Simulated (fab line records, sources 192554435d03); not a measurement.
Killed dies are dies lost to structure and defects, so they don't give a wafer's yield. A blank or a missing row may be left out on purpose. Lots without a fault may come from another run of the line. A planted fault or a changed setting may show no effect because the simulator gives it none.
Chamber matching | flow n5_finfet | N5_BEOL_M2_CO_CAP_55 on cvd_co-01: 3 sister chambers
The step material Co, precursor CCTBA/H2, target thk 2 nm, time 102.1 s. 6 wafers are shown with their chamber, then 7 later ones without.

WAFERS WITH THEIR CHAMBER
wafer  | chamber | heater_power_w (W) | run_length_s (s)
L299.6 | 0       | 207                | 124.9
L315.3 | 0       | 215                | 124.8
L315.4 | 2       | 269                | 125.0
L315.5 | 1       | 215                | 124.1
L318.1 | 2       | 272                | 125.3
L318.4 | 1       | 210                | 124.4

WAFERS WITHOUT THEIR CHAMBER
wafer  | heater_power_w (W) | run_length_s (s)
L318.5 | 215                | 124.6
L319.1 | 205                | 124.9
L319.4 | 282                | 124.9
L319.6 | 206                | 124.5
L321.1 | 218                | 124.3
L321.2 | 275                | 125.5
L321.5 | 210                | 125.0

WHICH CHAMBER EACH WENT THROUGH
wafer  | from the rows above     | in truth
L318.5 | can't be placed: 0 or 1 | 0
L319.1 | 0                       | 0
L319.4 | 2                       | 2
L319.6 | can't be placed: 1 or 0 | 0
L321.1 | 1                       | 1
L321.2 | 2                       | 2
L321.5 | 0                       | 0
Placed correctly: 5 of 7. Can't be placed from these rows: 2 (the true chamber is among the candidates in 2). Placed wrongly: 0.
How it was worked out, from the rows above alone: a wafer's distance from a chamber is the root of the sum, over the readings, of the square of ((its reading less the chamber's mean) divided by the reading's scatter). The wafer belongs to the nearest chamber; if the next one is less than 2 further off, it can't be placed. A chamber's mean is the mean of its shown wafers. The scatter: the root of (the sum of the squares of (reading less its chamber's mean) over the shown wafers, divided by (wafers less chambers)).
